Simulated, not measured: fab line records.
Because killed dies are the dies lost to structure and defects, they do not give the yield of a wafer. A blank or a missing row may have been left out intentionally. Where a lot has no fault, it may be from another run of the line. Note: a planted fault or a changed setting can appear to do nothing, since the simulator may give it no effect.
A struck lot beside a sound one | flow nand_harc | 32 steps out of a route of 1302
Sound: the wafers L142.1, L142.4, L142.6. Struck: wafer L159.1. (L159.2, L159.5 of the same lot were not struck and are left out.) The cause comes at the end.
At each step with rows: each side's tool, then ch and its chambers, then its first start. Under that, the readings that differ: sound wafers | struck wafers | difference of the means | sigmas: that difference in standard deviations of wafers without a fault.
alike: a reading whose means differ by less than 2 such deviations, as well as words and numbers matching on both sides. not compared: withheld readings; readings where some wafer has no value; bounds like >300 that might hide an equal value; numbers whose values overlap and for which the record gives no deviation.
The two part at a step that has a row with sigmas, a row that says differs or no value, or rows on one side only. When numbers do not overlap yet have no deviation, they are printed without sigmas and do not part them. A reading missing from all wafers of one side parts the sides only when that side holds two or more wafers.

first, 2 steps without rows for these wafers: NHARC_A_CHANNEL_HOLE_D1_PEB_08 (peb time 65 s); NHARC_A_CHANNEL_HOLE_D1_DEVELOP_09 (develop time 35 s).
NHARC_A_CHANNEL_HOLE_D1_CD_MEAS_10: the cd target is 100 nm.
  sound on cd_sem-02 ch 0, day 8 22:35; struck on cd_sem-01 ch 0, day 15 19:57
  alike: cd_nm
NHARC_A_CHANNEL_HOLE_D1_OVL_MEAS_11:
  sound: overlay-01 at day 8 22:40; struck: overlay-02 at day 15 20:02
  alike: overlay_x_nm, overlay_y_nm
NHARC_A_CHANNEL_HOLE_D1_INSPECT_12:
  sound: defect_inspect-01 at day 8 22:43; struck: defect_inspect-01 at day 15 20:05
  alike: raw_defect_count
NHARC_A_CHANNEL_HOLE_D1_DESCUM_15: chemistry O2, time 3 s.
  sound on rie_diel-10 ch 0,2, day 8 22:46; struck on rie_diel-10 ch 3, day 15 20:09
  alike: drypump_motor_current_A, oes_product_au, rf_vpp_V, showerhead_plenum_p_Torr, throttle_valve_pct
  not compared: rf_hours_counter_h
then, 3 steps without rows for these wafers: NHARC_A_CHANNEL_HOLE_D1_ETCH_38 (etches the open film in CF4, target depth 39 nm, time 65 s); NHARC_A_CHANNEL_HOLE_D1_ETCH_39 (etches the open film in N2/H2, target depth 260 nm, time 325 s); NHARC_A_CHANNEL_HOLE_D1_ETCH_34 (etches the open film in CF4/CHF3, target depth 154 nm, time 77 s).
NHARC_A_CHANNEL_HOLE_D1_ETCH_16: etches the open film in O2/COS, target depth 3100 nm, time 806 s.
  sound on rie_diel-10 ch 1,3; struck on rie_diel-10 ch 2
  alike: drypump_motor_current_A, oes_product_au, rf_vpp_V, showerhead_plenum_p_Torr, throttle_valve_pct
  not compared: rf_hours_counter_h
NHARC_A_CHANNEL_HOLE_D1_CD_MEAS_18:
  sound: cd_sem-03 at day 9 00:20; struck: cd_sem-03 at day 15 21:15
  alike: cd_nm
then, 1 step without rows for these wafers: NHARC_A_CHANNEL_HOLE_D1_ETCH_19 (etches the open film in C4F8/O2/Ar, time 34.5 s).
NHARC_A_CHANNEL_HOLE_D1_ETCH_20: etches the open film in C4F8/O2/Ar, time 361.9 s, target depth 1600 nm.
  sound on har_etch-01 ch 0,1, day 9 00:35; struck on har_etch-02 ch 0, day 15 21:26
  reading    | sound                | struck | difference | sigmas
  temp_c (C) | -19.96 -20.00 -20.01 | -20.23 | -0.24      | -2
  alike: drypump_motor_current_A, showerhead_plenum_p_Torr, throttle_valve_pct
  not compared: rf_hours_counter_h
then, 2 steps without rows for these wafers: NHARC_A_CHANNEL_HOLE_D1_ETCH_21 (etches the open film in C4F8/O2/Ar, time 514.3 s, target depth 1600 nm); NHARC_A_CHANNEL_HOLE_D1_ETCH_22 (etches the open film in C4F8/O2/Ar, time 666.7 s, target depth 1600 nm).
NHARC_A_CHANNEL_HOLE_D1_ETCH_23: etches the open film in C4F8/O2/Ar, time 819 s, target depth 1600 nm.
  sound on har_etch-01 ch 0,1, day 9 01:58; struck on har_etch-02 ch 0, day 15 22:45
  reading                | sound                | struck | difference | sigmas
  throttle_valve_pct (%) | 32.146 32.130 32.148 | 32.166 | +0.025     | +3
  alike: drypump_motor_current_A, showerhead_plenum_p_Torr, temp_c
  not compared: rf_hours_counter_h
NHARC_A_CHANNEL_HOLE_D1_ETCH_24: etches the open film in C4F8/O2/Ar, time 906.2 s, target depth 1500 nm.
  sound on har_etch-01 ch 0,1, day 9 02:40; struck on har_etch-02 ch 0, day 15 23:28
  reading    | sound                | struck | difference | sigmas
  temp_c (C) | -20.03 -19.94 -20.01 | -20.30 | -0.31      | -3
  alike: drypump_motor_current_A, showerhead_plenum_p_Torr, throttle_valve_pct
  not compared: rf_hours_counter_h
then, 10 steps without rows for these wafers: NHARC_A_CHANNEL_HOLE_D1_ETCH_25 (etches the open film in C4F8/O2/Ar, time 1040.2 s, target depth 1500 nm); NHARC_A_CHANNEL_HOLE_D1_ETCH_26 (etches the open film in C4F8/O2/Ar, time 224.1 s, target depth 300 nm); NHARC_A_CHANNEL_HOLE_D1_ETCH_33 (etches the open film in C4F8/O2/Ar, time 90 s, target depth 400 nm); NHARC_A_CHANNEL_HOLE_D1_STRIP_41 (strips in N2/H2); NHARC_A_CHANNEL_HOLE_D1_STRIP_42 (strips in CF4/CHF3); NHARC_A_CHANNEL_HOLE_D1_STRIP_43 (strips in O2/COS); NHARC_A_CHANNEL_HOLE_D1_ETCH_44 (etches the open film in CF4/O2, target depth 140 nm, overetch 14 nm, time 77 s); NHARC_A_CHANNEL_HOLE_D1_STRIP_27 (strips in O2); NHARC_A_CHANNEL_HOLE_D1_PRECLEAN_28 (cleans in SC1); NHARC_A_CHANNEL_HOLE_D1_SRD_29.
NHARC_A_CHANNEL_HOLE_D1_CD_MEAS_30:
  sound: cd_sem-01 at day 9 06:21; struck: cd_sem-02 at day 16 02:52
  alike: cd_nm
NHARC_A_CHANNEL_HOLE_D1_XSEM_31:
  sound on xsem-01 ch 0, day 9 06:26; struck on xsem-02 ch 0, day 16 02:57
  alike: bot_cd_nm, bow_nm, tilt_deg
NHARC_A_CHANNEL_HOLE_D1_INSPECT_40:
  sound: defect_inspect-02 at day 9 06:32; struck: defect_inspect-02 at day 16 03:03
  reading          | sound    | struck | difference | sigmas
  raw_defect_count | 43 40 57 | 431    | +384       | +12
then, 1 step without rows for these wafers: NHARC_A_CHANNEL_FILL_D1_PRECLEAN_00 (cleans in SC1).
-- jump in the record: it breaks off in module A_CHANNEL_FILL_D1 and resumes in module END (first step shown: number 1302 of the route), and 15 days separate the struck wafers' starts before and after --
NHARC_END_SORT_01:
  sound on prober-01 ch 0, day 25 01:52; struck on prober-01 ch 0, day 31 08:22
  reading         | sound    | struck | difference | sigmas
  killed_at_array | 26 27 39 | 68     | +37        | +4
  killed_dies     | 26 28 43 | 73     | +41        | +4
  killed_short    | 1 1 3    | 6      | +4         | +3
  alike: killed_at_other, killed_at_periphery, killed_open

## WHERE THEY PART
First at NHARC_A_CHANNEL_HOLE_D1_ETCH_20; last, within this record, at NHARC_END_SORT_01.

WHY: whatever the simulator had introduced
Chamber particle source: har_etch-02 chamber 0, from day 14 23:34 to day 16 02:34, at NHARC_A_CHANNEL_HOLE_D1_ETCH_20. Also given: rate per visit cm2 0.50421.
